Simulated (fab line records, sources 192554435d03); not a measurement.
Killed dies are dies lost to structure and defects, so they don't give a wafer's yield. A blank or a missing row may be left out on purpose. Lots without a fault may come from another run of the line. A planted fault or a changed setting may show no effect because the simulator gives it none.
fab line records | flow n5_finfet
record lots=5 wafers=15 last_day=17
route steps=1938 shown BEOL_M2@921 BEOL_M3@931
lots that met no fault: from a run of the same line without faults
start_h: hours from the record's first day to the start of the lot's first wafer shown | wait_h: hours since the lot's step before | " the same as in the row above | L1.1+2: a row that stands for several wafers | - no value, or no start given | * or withheld: withheld | < > ~ a bound
route shown NAME@n: a module of which the file shows steps, and the number in the route of the first | usual: mean/standard deviation of fault-free wafers | same: alike in all rows | chamber/n: place in a boat | sites: the reading at each site | _std_site: their standard deviation | _edge_site: outer sites' mean less inner sites' | radius_mm: how far each site lies from the wafer's centre | mask NAME#n: copy n | behind: the tool/chamber that last shaped the wafer | hold: why the lot was held/for how many hours/how that ended | device: the transistor (n, p or np) that didn't switch | end of line: the same wafers' tests at the end of the route | a step without rows: its recipe alone | killed: dies lost to structure and defects at the first sort, not the wafer's yield | map: a wafer's dies, x killed, . not, _ none there
set.NAME: the setting as run; set.NAME@STEP: as run at that earlier step | model.NAME: the simulator's own value behind a step, which no gauge read
lots at some steps of the route; a table a step, a row a wafer
services: from which hour (start_h, from the record's first day; less than 0 if before it) a tool's chamber was out of use, for how many hours, and why
## steps
# step N5_BEOL_M2_ECD_50
# recipe material=Cu target_thk_a=3000
# columns lot.wafer tool chamber start_h wait_h
L081.1+2+3 ecd_cu-02 1,0,1 185.74 0.1
L082.1+3+5 ecd_cu-02 1 189.72 0.1
L089.2+3+5 ecd_cu-01 0 231.96 0.1
L090.2+5+6 ecd_cu-01 1,1,0 236.66 0.1
L097.2+3+6 ecd_cu-02 0 276.51 0.1
# step N5_BEOL_M2_ANNEAL_51
# recipe temp_c=225 time_s=90 ambient=N2
# usual wafer_temp_C_max=225.59/0.21
# same time_s=90
# columns lot.wafer tool chamber start_h wait_h wafer_temp_C_max
L081.1 rtp_anneal-02 0 185.82 0.1 225.37
L081.2 " 0 " " 225.47
L081.3 " 0 " " 225.70
L082.1 rtp_anneal-01 0 189.81 0.1 225.95
L082.3 " 0 " " 225.73
L082.5 " 0 " " 225.69
L089.2 rtp_anneal-01 0 232.09 0.1 225.64
L089.3 " 0 " " 226.02
L089.5 " 0 " " 225.84
L090.2 rtp_anneal-02 0 236.79 0.1 225.34
L090.5 " 0 " " 225.29
L090.6 " 0 " " 225.58
L097.2 rtp_anneal-02 0 276.63 0.1 225.42
L097.3 " 0 " " 225.59
L097.6 " 0 " " 225.69
# step N5_BEOL_M2_CMP_52
# recipe stop_on=SiOC t_overpolish_s=6.8 down_force_psi=1 platen_rpm=50 clearing_platen_down_force_psi=1.5 clearing_platen_rpm=50 post_cmp_clean=cu_alkaline target_thk_nm=40 clearing_platen_pad_velocity_m_s=0.99484 pad_velocity_m_s=0.99484
# usual barrier_field_endpoint_s=24.2/0.52 motor_current_A=6.3/0.51 overpolish_run_s=6.800/0.0086 time_to_endpoint_s=59.9/2.6
# columns lot.wafer tool chamber start_h wait_h barrier_field_endpoint_s motor_current_A overpolish_run_s time_to_endpoint_s
L081.3 cmp-04 2 186.11 0.2 24.1 6.8 6.801 60.5
L081.1 " 3 " " 23.5 6.6 6.792 55.9
L081.2 " 1 " " 24.3 5.4 6.797 58.8
L082.3 cmp-04 0 190.14 0.2 24.1 5.9 6.797 57.6
L082.1 " 3 " " 23.4 6.7 6.801 56.1
L082.5 " 1 " " 23.5 5.1 6.808 58.0
L089.3 cmp-01 0 232.38 0.2 24.1 5.8 6.808 61.7
L089.2 " 1 " " 24.2 5.7 6.784 60.4
L089.5 " 3 " " 24.9 6.5 6.804 63.5
L090.2 cmp-01 0 237.15 0.3 23.8 5.8 6.793 60.7
L090.5 " 1 " " 24.0 5.9 6.805 60.8
L090.6 " 2 " " 24.3 6.6 6.806 62.3
L097.2 cmp-04 1 276.92 0.2 23.8 5.5 6.794 61.9
L097.3 " 3 " " 23.3 6.7 6.783 58.8
L097.6 " 1 " " 24.0 5.2 6.808 57.7
# step N5_BEOL_M2_THK_MEAS_53
# recipe thk_meas_gauge=xrf reads=Cu_of_BEOL_M2_ECD_50
# usual M2_THK=38.1/1.5
# columns lot.wafer tool chamber start_h wait_h M2_THK[nm]
L081.1 film_metro-01 - 186.41 - 36.3
L081.2 " - " " 37.3
L081.3 " - " " 39.3
L082.1 film_metro-02 - 190.43 - 36.1
L082.3 " - " " 36.4
L082.5 " - " " 37.4
L089.2 film_metro-02 - 232.64 - 38.0
L089.3 " - " " 39.0
L089.5 " - " " 37.4
L090.2 film_metro-02 - 237.34 - 39.3
L090.5 " - " " 38.1
L090.6 " - " " 38.2
L097.2 film_metro-01 - 277.18 - 40.6
L097.3 " - " " 39.0
L097.6 " - " " 39.6
# step N5_BEOL_M2_PRE_CLEAN_60
# recipe gas=NH3/H2 time_s=15 temp_c=* rf_power_w=300
# usual heater_power_outer_w=22/12 heater_power_w=87/18
# same time_s=15
# columns lot.wafer tool chamber start_h wait_h heater_power_outer_w heater_power_w
L081.1 cvd_co-01 2 186.45 0.0 10 81
L081.2 " 1 " " 44 121
L081.3 " 0 " " 18 84
L082.1 cvd_co-02 0 190.47 0.0 19 74
L082.3 " 1 " " 10 64
L082.5 " 1 " " 9 66
L089.2 cvd_co-02 2 232.67 0.0 28 88
L089.3 " 1 " " 10 64
L089.5 " 2 " " 28 90
L090.2 cvd_co-01 2 237.41 0.1 10 81
L090.5 " 1 " " 43 120
L090.6 " 0 " " 18 84
L097.2 cvd_co-02 1 277.21 0.0 10 66
L097.3 " 0 " " 19 73
L097.6 " 0 " " 19 76
# step N5_BEOL_M2_CO_CAP_55
# recipe material=Co target_thk_a=20 temp_c=200 precursor=CCTBA/H2 pressure_torr=30 time_s=102.1
# usual heater_power_outer_w=125/15 heater_power_w=239/22
# same time_s=102.1
# columns lot.wafer tool chamber start_h wait_h heater_power_outer_w heater_power_w
L081.1 cvd_co-01 2 186.49 0.0 111 233
L081.2 " 1 " " 154 280
L081.3 " 0 " " 122 244
L082.1 cvd_co-02 0 190.51 0.0 124 227
L082.3 " 1 " " 112 208
L082.5 " 1 " " 109 210
L089.2 cvd_co-02 2 232.71 0.0 130 238
L089.3 " 1 " " 110 210
L089.5 " 2 " " 133 241
L090.2 cvd_co-01 2 237.45 0.0 111 235
L090.5 " 1 " " 150 282
L090.6 " 0 " " 119 238
L097.2 cvd_co-02 1 277.25 0.0 108 218
L097.3 " 0 " " 121 222
L097.6 " 0 " " 123 225
# step N5_BEOL_M2_PRE_CLEAN_56
# recipe gas=NH3 time_s=15 temp_c=withheld rf_power_w=300
# same time_s=15
# columns lot.wafer tool chamber start_h wait_h
L081.1+2+3 pecvd-01 2,1,0 186.59 0.1
L082.1+3+5 pecvd-01 1,2,0 190.60 0.1
L089.2+3+5 pecvd-01 2,0,1 232.80 0.1
L090.2+5+6 pecvd-04 0,0,2 237.54 0.1
L097.2+3+6 pecvd-02 0,1,2 277.35 0.1
# step N5_BEOL_M2_DEP_57
# recipe material=SiCN target_thk_a=80 temp_c=withheld precursor=3MS/NH3 pressure_torr=3 rf_w=202 time_s=14
# usual showerhead_plenum_p_Torr=3.670/0.016 throttle_valve_pct=9.1/0.88
# same time_s=14
# columns lot.wafer tool chamber start_h wait_h showerhead_plenum_p_Torr throttle_valve_pct
L081.1 pecvd-01 2 186.62 0.0 3.675 9.0
L081.2 " 1 " " 3.669 8.3
L081.3 " 0 " " 3.650 8.9
L082.1 pecvd-01 1 190.63 0.0 3.689 8.6
L082.3 " 2 " " 3.684 8.9
L082.5 " 0 " " 3.650 8.8
L089.2 pecvd-01 2 232.83 0.0 3.675 8.7
L089.3 " 0 " " 3.647 8.8
L089.5 " 1 " " 3.684 8.1
L090.2 pecvd-04 0 237.57 0.0 3.688 9.8
L090.5 " 0 " " 3.692 9.5
L090.6 " 2 " " 3.666 8.1
L097.2 pecvd-02 0 277.37 0.0 3.647 8.8
L097.3 " 1 " " 3.669 9.5
L097.6 " 2 " " 3.685 8.2
# step N5_BEOL_M2_RS_MEAS_58
# recipe thk_meas_gauge=four-point-probe reads=Co_of_BEOL_M2_CO_CAP_55+Cu_of_BEOL_M2_ECD_50+Co_of_BEOL_M2_CVD_47+TaN_of_BEOL_M2_ALD_84
# usual M2_RS=0.70/0.037
# columns lot.wafer tool chamber start_h wait_h M2_RS[ohm/sq]
L081.1 film_metro-01 - 186.68 0.0 0.74
L081.2 " - " " 0.72
L081.3 " - " " 0.67
L082.1 film_metro-01 - 190.69 0.0 0.76
L082.3 " - " " 0.76
L082.5 " - " " 0.73
L089.2 film_metro-01 - 232.90 0.1 0.70
L089.3 " - " " 0.68
L089.5 " - " " 0.72
L090.2 film_metro-02 - 237.64 0.1 0.68
L090.5 " - " " 0.71
L090.6 " - " " 0.70
L097.2 film_metro-01 - 277.44 0.1 0.65
L097.3 " - " " 0.68
L097.6 " - " " 0.67
# step N5_BEOL_M2_INSPECT_59
# recipe inspect_instrument=darkfield mode=post_dep
# usual raw_defect_count=70/22
# columns lot.wafer tool chamber start_h wait_h raw_defect_count
L081.1 defect_inspect-01 - 186.71 0.0 67
L081.2 " - " " 50
L081.3 " - " " 60
L082.1 defect_inspect-02 - 190.72 0.0 55
L082.3 " - " " 84
L082.5 " - " " 70
L089.2 defect_inspect-01 - 232.92 0.0 95
L089.3 " - " " 86
L089.5 " - " " 131
L090.2 defect_inspect-02 - 237.66 0.0 71
L090.5 " - " " 43
L090.6 " - " " 51
L097.2 defect_inspect-02 - 277.46 0.0 62
L097.3 " - " " 67
L097.6 " - " " 52
# step N5_BEOL_M3_ILD_DEP_00
# recipe material=SiOC target_thk_a=790 temp_c=350 precursor=DEMS/O2 pressure_torr=5 rf_w=500 time_s=15.3
# usual heater_power_outer_w=277/45 heater_power_w=506/56 showerhead_plenum_p_Torr=5.698/0.018 throttle_valve_pct=12.2/1.2
# same time_s=15.3
# columns lot.wafer tool chamber start_h wait_h heater_power_outer_w heater_power_w showerhead_plenum_p_Torr throttle_valve_pct
L081.1 pecvd-04 0 186.75 0.0 291 489 5.721 13.0
L081.2 " 1 " " 243 476 5.708 14.9
L081.3 " 2 " " 335 595 5.694 10.4
L082.1 pecvd-02 0 190.76 0.0 286 531 5.686 11.6
L082.3 " 1 " " 263 482 5.702 12.7
L082.5 " 1 " " 261 484 5.686 12.4
L089.2 pecvd-02 1 232.96 0.0 254 473 5.707 12.8
L089.3 " 0 " " 245 464 5.680 11.8
L089.5 " 1 " " 256 481 5.693 12.5
L090.2 pecvd-03 2 237.70 0.0 307 528 5.650 11.8
L090.5 " 1 " " 357 580 5.673 11.6
L090.6 " 2 " " 309 533 5.669 12.0
L097.2 pecvd-04 0 277.50 0.0 354 568 5.713 13.0
L097.3 " 2 " " 340 614 5.684 10.6
L097.6 " 0 " " 360 589 5.733 13.1
# step N5_BEOL_M3_THK_MEAS_01
# recipe reads=SiOC_of_BEOL_M3_ILD_DEP_00
# usual M3_ILD_THK=79.2/0.95
# columns lot.wafer tool chamber start_h wait_h M3_ILD_THK[nm]
L081.1 film_metro-01 - 186.81 0.0 79.3
L081.2 " - " " 77.4
L081.3 " - " " 78.3
L082.1 film_metro-01 - 190.82 0.0 79.8
L082.3 " - " " 80.6
L082.5 " - " " 80.7
L089.2 film_metro-02 - 233.03 0.1 78.6
L089.3 " - " " 78.9
L089.5 " - " " 80.1
L090.2 film_metro-02 - 237.78 0.1 78.7
L090.5 " - " " 79.9
L090.6 " - " " 79.5
L097.2 film_metro-02 - 277.57 0.1 78.2
L097.3 " - " " 77.9
L097.6 " - " " 79.2
# step N5_BEOL_M3_PECVD_72
# recipe material=SiO2 target_thk_a=160 temp_c=400 precursor=TEOS/O2 pressure_torr=5.5 rf_w=450 teos_flow_sccm=53.8 gas=O2 flow_sccm=3000 time_s=18
# usual heater_power_outer_w=450/78 heater_power_w=744/89 showerhead_plenum_p_Torr=8.79/0.075 throttle_valve_pct=22.9/2.4
# same time_s=18
# columns lot.wafer tool chamber start_h wait_h heater_power_outer_w heater_power_w showerhead_plenum_p_Torr throttle_valve_pct
L081.1 pecvd-03 1 186.85 0.0 441 709 8.73 22.1
L081.2 " 2 " " 450 724 8.66 21.8
L081.3 " 0 " " 353 645 8.77 21.3
L082.1 pecvd-03 0 190.86 0.0 367 675 8.78 21.5
L082.3 " 1 " " 459 701 8.75 22.4
L082.5 " 2 " " 449 758 8.68 22.4
L089.2 pecvd-03 0 233.06 0.0 377 698 8.79 21.2
L089.3 " 1 " " 498 741 8.74 22.3
L089.5 " 0 " " 382 689 8.79 21.2
L090.2 pecvd-03 1 237.82 0.0 458 693 8.78 22.4
L090.5 " 0 " " 406 739 8.80 21.1
L090.6 " 2 " " 405 655 8.66 22.4
L097.2 pecvd-02 0 277.61 0.0 495 808 8.72 22.3
L097.3 " 1 " " 396 688 8.81 23.5
L097.6 " 2 " " 379 676 8.91 20.3
# step N5_BEOL_M3_HM_DEP_02
# recipe material=TiN target_thk_a=200 temp_c=25 chamber_pressure_pa=0.49996
# usual chamber_pressure_pa=0.4999/0.00091 substrate_temp_c=25.00/0.11 throttle_valve_pct=30.2/1
# columns lot.wafer tool chamber start_h wait_h chamber_pressure_pa substrate_temp_c throttle_valve_pct
L081.1 pvd_sputter-02 - 187.28 0.4 0.4996 25.09 28.7
L081.2 " - " " 0.5005 25.08 29.3
L081.3 " - " " 0.4992 25.03 30.4
L082.1 pvd_sputter-01 - 191.12 0.2 0.5004 24.98 30.2
L082.3 " - " " 0.5004 25.01 28.6
L082.5 " - " " 0.4989 25.02 30.2
L089.2 pvd_sputter-03 - 233.53 0.4 0.5008 25.12 29.4
L089.3 " - " " 0.4994 24.88 31.1
L089.5 " - " " 0.4993 24.99 31.9
L090.2 pvd_sputter-03 - 238.71 0.9 0.5007 25.04 31.9
L090.5 " - " " 0.5007 25.06 29.6
L090.6 " - " " 0.5004 25.05 29.3
L097.2 pvd_sputter-02 - 278.02 0.4 0.5007 24.87 30.7
L097.3 " - " " 0.5009 25.16 31.3
L097.6 " - " " 0.5005 25.04 31.2
# step N5_BEOL_M3_COAT_61
# recipe resist=SOC temp_c=250 time_s=60 spin_rpm=1500 resist_thk_nm=60
# usual chill_plate_temp_C=23.00/0.1 exhaust_pa=44.9/0.87 spin_speed_rpm=1500.0/0.9
# same time_s=60
# columns lot.wafer tool chamber start_h wait_h chill_plate_temp_C exhaust_pa spin_speed_rpm
L081.1 litho_track-02 0 187.41 0.1 23.04 44.2 1501.2
L081.2 " 0 " " 22.88 45.2 1501.1
L081.3 " 0 " " 23.08 44.7 1499.7
L082.1 litho_track-02 0 191.25 0.1 23.11 45.2 1500.7
L082.3 " 0 " " 23.07 45.1 1500.0
L082.5 " 0 " " 23.13 46.3 1498.7
L089.2 litho_track-05 0 233.65 0.1 22.98 43.9 1497.4
L089.3 " 0 " " 23.21 43.1 1498.1
L089.5 " 0 " " 23.01 45.1 1500.9
L090.2 litho_track-05 0 238.84 0.1 23.09 44.8 1500.6
L090.5 " 0 " " 23.08 46.5 1501.7
L090.6 " 0 " " 23.14 44.4 1499.6
L097.2 litho_track-02 0 278.15 0.1 22.94 44.8 1500.6
L097.3 " 0 " " 22.94 45.5 1499.2
L097.6 " 0 " " 22.91 45.1 1500.0
# step N5_BEOL_M3_COAT_62
# recipe resist=SiARC temp_c=220 time_s=60 spin_rpm=1500 resist_thk_nm=12
# usual chill_plate_temp_C=22.98/0.1 exhaust_pa=45.0/0.99 spin_speed_rpm=1500.1/1
# same time_s=60
# columns lot.wafer tool chamber start_h wait_h chill_plate_temp_C exhaust_pa spin_speed_rpm
L081.1 litho_track-02 0 - - 23.27 43.4 1499.2
L081.2 " 0 " " 23.05 43.7 1499.9
L081.3 " 0 " " 23.12 44.0 1499.5
L082.1 litho_track-02 0 - - 22.92 45.6 1501.4
L082.3 " 0 " " 22.96 45.6 1498.0
L082.5 " 0 " " 22.83 45.8 1501.0
L089.2 litho_track-05 0 - - 22.92 45.0 1500.8
L089.3 " 0 " " 22.85 44.5 1500.4
L089.5 " 0 " " 22.91 44.7 1501.1
L090.2 litho_track-05 0 - - 22.94 45.2 1499.3
L090.5 " 0 " " 22.99 45.1 1500.6
L090.6 " 0 " " 23.05 46.0 1499.1
L097.2 litho_track-02 0 - - 22.81 44.0 1499.4
L097.3 " 0 " " 22.96 45.8 1502.9
L097.6 " 0 " " 23.09 45.0 1499.6
# step N5_BEOL_M3_COAT_73
# recipe resist=underlayer temp_c=205 time_s=60 spin_rpm=1500 resist_thk_nm=5
# usual chill_plate_temp_C=22.97/0.1 exhaust_pa=45.0/0.83 spin_speed_rpm=1500.1/1
# same time_s=60
# columns lot.wafer tool chamber start_h wait_h chill_plate_temp_C exhaust_pa spin_speed_rpm
L081.1 litho_track-02 0 - - 23.04 46.6 1503.3
L081.2 " 0 " " 22.93 47.5 1501.6
L081.3 " 0 " " 22.94 45.7 1501.5
L082.1 litho_track-02 0 - - 22.97 46.5 1501.4
L082.3 " 0 " " 23.08 43.8 1501.2
L082.5 " 0 " " 23.01 44.9 1500.0
L089.2 litho_track-05 0 - - 23.01 44.5 1499.4
L089.3 " 0 " " 22.99 45.7 1502.0
L089.5 " 0 " " 22.86 45.0 1499.8
L090.2 litho_track-05 0 - - 22.96 43.6 1500.1
L090.5 " 0 " " 22.73 44.2 1500.5
L090.6 " 0 " " 22.75 45.4 1501.3
L097.2 litho_track-02 0 - - 22.81 44.7 1499.4
L097.3 " 0 " " 22.85 45.9 1499.6
L097.6 " 0 " " 22.93 45.1 1499.0
# step N5_BEOL_M3_COAT_05
# recipe resist=CAR-EUV spin_rpm=1500 resist_thk_nm=30
# usual chill_plate_temp_C=23.01/0.096 exhaust_pa=45.0/0.8 spin_speed_rpm=1499.9/0.85
# columns lot.wafer tool chamber start_h wait_h chill_plate_temp_C exhaust_pa spin_speed_rpm
L081.1 litho_track-02 0 - - 22.95 44.0 1499.2
L081.2 " 0 " " 23.00 46.0 1500.8
L081.3 " 0 " " 22.95 44.5 1500.2
L082.1 litho_track-02 0 - - 22.98 46.2 1500.2
L082.3 " 0 " " 22.98 45.0 1500.3
L082.5 " 0 " " 23.14 45.8 1498.8
L089.2 litho_track-05 0 - - 23.02 44.8 1501.2
L089.3 " 0 " " 23.01 45.1 1500.7
L089.5 " 0 " " 22.98 44.8 1499.1
L090.2 litho_track-05 0 - - 22.98 44.7 1499.5
L090.5 " 0 " " 23.05 45.4 1499.4
L090.6 " 0 " " 22.93 45.4 1499.0
L097.2 litho_track-02 0 - - 22.92 45.8 1499.2
L097.3 " 0 " " 23.15 45.4 1499.5
L097.6 " 0 " " 23.06 45.3 1499.2
# step N5_BEOL_M3_EBR_07
# recipe solvent=PGMEA ebr_width_mm=1.5
# usual chill_plate_temp_C=23.00/0.12 exhaust_pa=45.2/0.93
# columns lot.wafer tool chamber start_h wait_h chill_plate_temp_C exhaust_pa
L081.1 litho_track-02 0 - - 23.03 46.2
L081.2 " 0 " " 23.14 45.2
L081.3 " 0 " " 23.02 45.5
L082.1 litho_track-02 0 - - 22.87 44.9
L082.3 " 0 " " 22.81 43.9
L082.5 " 0 " " 22.72 45.5
L089.2 litho_track-05 0 - - 22.96 45.1
L089.3 " 0 " " 23.00 43.6
L089.5 " 0 " " 23.03 45.0
L090.2 litho_track-05 0 - - 22.83 45.2
L090.5 " 0 " " 22.79 45.6
L090.6 " 0 " " 22.82 45.7
L097.2 litho_track-02 0 - - 23.04 44.3
L097.3 " 0 " " 23.00 43.4
L097.6 " 0 " " 23.18 45.6
# step N5_BEOL_M3_SOFTBAKE_06
# recipe temp_c=110 time_s=60 resist=CAR-EUV
# usual chill_plate_temp_C=22.99/0.11 exhaust_pa=45.0/0.97
# same time_s=60
# columns lot.wafer tool chamber start_h wait_h chill_plate_temp_C exhaust_pa
L081.1 litho_track-02 0 - - 23.04 46.1
L081.2 " 0 " " 22.85 46.4
L081.3 " 0 " " 22.86 44.8
L082.1 litho_track-02 0 - - 22.97 43.9
L082.3 " 0 " " 22.97 43.8
L082.5 " 0 " " 23.00 45.4
L089.2 litho_track-05 0 - - 23.09 43.5
L089.3 " 0 " " 23.07 44.0
L089.5 " 0 " " 22.95 44.9
L090.2 litho_track-05 0 - - 22.99 45.2
L090.5 " 0 " " 23.04 45.2
L090.6 " 0 " " 22.92 45.0
L097.2 litho_track-02 0 - - 23.02 45.4
L097.3 " 0 " " 22.90 45.1
L097.6 " 0 " " 22.94 44.3
# step N5_BEOL_M3_EXPOSE_08
# recipe mask_id=M3 na=0.33 source_shape=dipole sigma_inner=0.369 sigma_outer=0.767 polarization=unpolarized dose_mj=33
# same sigma_inner=0.369
# columns lot.wafer tool chamber start_h wait_h mask
L081.1+2+3 euv_scanner-01 0 187.67 - M3#0
L082.1+3+5 euv_scanner-01 0 191.38 - M3#0
L089.2+3+5 euv_scanner-01 0 233.80 - M3#0
L090.2+5+6 euv_scanner-02 0 239.11 - M3#0
L097.2+3+6 euv_scanner-02 0 278.42 - M3#0
# step N5_BEOL_M3_PEB_09
# recipe peb_temp_c=100 peb_time_s=60 resist=CAR-EUV
# usual chill_plate_temp_C=22.97/0.11 exhaust_pa=45.0/0.78
# columns lot.wafer tool chamber start_h wait_h chill_plate_temp_C exhaust_pa
L081.1 litho_track-02 0 187.73 0.1 23.05 44.0
L081.2 " 0 " " 23.23 45.0
L081.3 " 0 " " 23.19 44.5
L082.1 litho_track-02 0 191.44 0.1 23.00 45.1
L082.3 " 0 " " 22.86 45.7
L082.5 " 0 " " 22.86 46.1
L089.2 litho_track-05 0 233.85 0.0 22.91 44.4
L089.3 " 0 " " 22.93 46.7
L089.5 " 0 " " 23.13 44.6
L090.2 litho_track-05 0 239.16 0.0 22.94 44.0
L090.5 " 0 " " 23.12 44.4
L090.6 " 0 " " 23.18 44.0
L097.2 litho_track-02 0 278.47 0.0 23.03 46.7
L097.3 " 0 " " 22.82 45.1
L097.6 " 0 " " 22.84 44.8
# step N5_BEOL_M3_DEVELOP_10
# recipe develop_time_s=30 developer=TMAH resist=CAR-EUV rinse_liquid=surfactant_rinse dry=air_spin dev_temp_c=23
# usual chill_plate_temp_C=23.01/0.1 exhaust_pa=45.3/0.81
# same develop_time_s=30
# columns lot.wafer tool chamber start_h wait_h chill_plate_temp_C exhaust_pa
L081.1 litho_track-02 0 - - 23.04 46.1
L081.2 " 0 " " 23.14 45.7
L081.3 " 0 " " 23.10 44.4
L082.1 litho_track-02 0 - - 22.83 46.0
L082.3 " 0 " " 22.98 45.9
L082.5 " 0 " " 22.87 45.1
L089.2 litho_track-05 0 - - 23.19 47.4
L089.3 " 0 " " 23.15 46.0
L089.5 " 0 " " 23.15 46.2
L090.2 litho_track-05 0 - - 23.05 44.2
L090.5 " 0 " " 23.06 44.4
L090.6 " 0 " " 23.10 43.7
L097.2 litho_track-02 0 - - 23.04 44.6
L097.3 " 0 " " 23.02 44.3
L097.6 " 0 " " 22.95 44.9
# step N5_BEOL_M3_CD_MEAS_11
# recipe target_cd_nm=17.05 landing_energy_ev=500 detector=se_inlens polarity=opening
# usual cd_nm=17.09/0.24
# columns lot.wafer tool chamber start_h wait_h cd_nm
L081.1 cd_sem-01 0 187.80 - 17.33
L081.2 " 0 " " 17.15
L081.3 " 0 " " 17.07
L082.1 cd_sem-02 0 191.51 - 16.95
L082.3 " 0 " " 17.00
L082.5 " 0 " " 16.69
L089.2 cd_sem-02 0 233.92 - 16.60
L089.3 " 0 " " 16.67
L089.5 " 0 " " 16.78
L090.2 cd_sem-03 0 239.23 - 16.95
L090.5 " 0 " " 17.13
L090.6 " 0 " " 17.23
L097.2 cd_sem-03 0 278.54 - 16.94
L097.3 " 0 " " 16.77
L097.6 " 0 " " 17.05
# step N5_BEOL_M3_OVL_MEAS_12
# recipe points_per_wafer=522
# usual M3_OVL=-0.1/0.63
# columns lot.wafer tool chamber start_h wait_h M3_OVL[nm]
L081.1 overlay-01 0 187.83 0.0 -1.1
L081.2 " 0 " " 0.4
L081.3 " 0 " " -0.9
L082.1 overlay-02 0 191.54 0.0 -0.3
L082.3 " 0 " " 0.3
L082.5 " 0 " " -0.7
L089.2 overlay-01 0 233.95 0.0 0.6
L089.3 " 0 " " 0.0
L089.5 " 0 " " -0.4
L090.2 overlay-01 0 239.26 0.0 0.3
L090.5 " 0 " " -0.2
L090.6 " 0 " " -0.4
L097.2 overlay-01 0 278.57 0.0 -0.5
L097.3 " 0 " " -0.8
L097.6 " 0 " " -1.2
# step N5_BEOL_M3_INSPECT_13
# recipe mode=adi inspect_instrument=brightfield
# usual raw_defect_count=428/100
# columns lot.wafer tool chamber start_h wait_h raw_defect_count
L081.1 defect_inspect-01 - 187.89 0.1 444
L081.2 " - " " 479
L081.3 " - " " 588
L082.1 defect_inspect-01 - 191.61 0.1 393
L082.3 " - " " 593
L082.5 " - " " 539
L089.2 defect_inspect-02 - 234.00 0.0 488
L089.3 " - " " 374
L089.5 " - " " 577
L090.2 defect_inspect-02 - 239.32 0.0 489
L090.5 " - " " 402
L090.6 " - " " 672
L097.2 defect_inspect-01 - 278.62 0.0 294
L097.3 " - " " 292
L097.6 " - " " 309
# step N5_BEOL_M3_DESCUM_16
# recipe chemistry=O2 time_s=7 source_power_w=50 bias_power_w=20 pressure_mtorr=20 rf_frequency_hz=2.712e+07 temp_c=40 resist=CAR-EUV o2_flow_sccm=225
# usual drypump_motor_current_A=5.9/0.33 oes_product_au=0.74/0.048 rf_vpp_V=242.8/1.4 showerhead_plenum_p_Torr=2.07/0.07 temp_c=39.99/0.1 throttle_valve_pct=20.51/0.16
# same time_s=7
# columns lot.wafer tool chamber start_h wait_h drypump_motor_current_A oes_product_au rf_hours_counter_h rf_vpp_V showerhead_plenum_p_Torr temp_c throttle_valve_pct
L081.1 rie_diel-04 1 187.93 0.0 5.9 0.70 226 244.4 2.16 39.98 20.34
L081.2 " 3 " " 5.6 0.76 154 243.3 2.17 40.17 20.34
L081.3 " 2 " " 5.7 0.73 169 242.4 2.07 39.82 20.36
L082.1 rie_diel-02 2 191.64 0.0 5.9 0.73 180 242.1 1.99 39.99 20.38
L082.3 " 1 " " 5.5 0.80 101 244.9 2.19 39.98 20.53
L082.5 " 1 " " 5.5 0.80 - 245.0 2.19 39.89 20.53
L089.2 rie_diel-06 0 234.04 0.0 5.8 0.71 210 241.8 1.98 40.05 20.62
L089.3 " 1 " " 6.5 0.75 179 243.9 2.08 40.22 20.57
L089.5 " 3 " " 5.9 0.73 - 241.4 1.99 39.83 20.50
L090.2 rie_diel-06 2 239.45 0.1 5.6 0.73 187 240.0 2.01 39.96 20.59
L090.5 " 1 " " 6.6 0.74 - 244.3 2.08 40.09 20.59
L090.6 " 2 " " 5.7 0.73 - 240.5 2.01 40.10 20.60
L097.2 rie_diel-02 2 278.66 0.0 5.8 0.70 209 242.8 1.98 40.17 20.42
L097.3 " 1 " " 5.5 0.77 128 243.5 2.18 40.01 20.55
L097.6 " 0 " " 5.5 0.86 - 243.6 2.13 39.84 20.40
# step N5_BEOL_M3_ETCH_74
# recipe chemistry=N2/H2 target=underlayer target_depth_a=65 mask_material=CAR-EUV time_s=5.2 ion_energy_ev=200 pressure_mtorr=30 source_w=840 bias_w=150 n2_flow_sccm=200 h2_flow_sccm=200 ends=cleared
# usual drypump_motor_current_A=5.9/0.34 etch_rf_on_time_s=5.17/0.1 oes_product_au=0.64/0.043 rf_vpp_V=523.2/2.7 showerhead_plenum_p_Torr=2.52/0.088 throttle_valve_pct=17.96/0.13
# columns lot.wafer tool chamber start_h wait_h drypump_motor_current_A etch_rf_on_time_s oes_product_au rf_hours_counter_h rf_vpp_V showerhead_plenum_p_Torr throttle_valve_pct
L081.1 rie_diel-04 1 187.96 0.0 5.9 5.13 0.60 226 524.3 2.61 17.78
L081.2 " 3 " " 5.6 5.24 0.64 154 526.7 2.65 17.83
L081.3 " 2 " " 5.7 5.17 0.63 169 521.6 2.52 17.89
L082.1 rie_diel-02 2 191.68 0.0 5.9 5.11 0.62 180 521.6 2.41 17.77
L082.3 " 1 " " 5.5 5.13 0.68 101 529.4 2.67 17.99
L082.5 " 1 " " 5.5 5.13 0.68 - 527.6 2.67 17.99
L089.2 rie_diel-06 0 234.07 0.0 5.7 5.15 0.60 210 521.7 2.40 18.10
L089.3 " 1 " " 6.6 5.12 0.65 179 523.4 2.53 18.09
L089.5 " 3 " " 5.9 5.09 0.64 - 520.1 2.44 18.15
L090.2 rie_diel-06 2 239.48 0.0 5.7 5.05 0.64 187 521.5 2.42 17.86
L090.5 " 1 " " 6.6 5.12 0.65 - 522.2 2.53 18.06
L090.6 " 2 " " 5.6 5.10 0.63 - 520.5 2.42 17.89
L097.2 rie_diel-02 2 278.69 0.0 5.8 5.07 0.60 209 521.5 2.40 17.81
L097.3 " 1 " " 5.5 5.09 0.67 128 524.5 2.66 18.03
L097.6 " 0 " " 5.5 5.08 0.77 - 524.2 2.60 17.99
## services
# columns tool chamber start_h hours kind
rie_diel-06 1 165.38 5.3 repair
ecd_cu-02 - 166.70 0.3 repair
pecvd-03 1 169.66 5.5 scheduled_down
euv_scanner-01 - 172.25 4.6 pm
ecd_cu-01 - 175.74 1.4 repair
cmp-01 - 181.21 1.0 repair
cmp-01 - 183.42 3.9 repair
pecvd-02 1 184.99 5.5 scheduled_down
cvd_co-01 2 189.50 16.4 repair
euv_scanner-02 - 190.71 2.5 repair
euv_scanner-02 - 193.79 1.0 pm
pecvd-04 - 195.43 2.1 repair
cmp-04 - 197.93 4.0 pm
pecvd-02 2 202.38 - clean
euv_scanner-01 - 209.28 1.0 pm
rie_diel-06 2 214.67 1.5 repair
rie_diel-02 0 223.75 14.0 repair
euv_scanner-02 - 229.87 1.0 repair
euv_scanner-02 - 241.97 4.6 pm
euv_scanner-02 - 249.94 1.0 pm
pecvd-01 0 252.06 5.0 scheduled_down
euv_scanner-01 - 265.44 1.0 pm
rie_diel-06 3 272.28 4.0 repair
euv_scanner-02 - 273.36 3.7 repair
## key
fault none
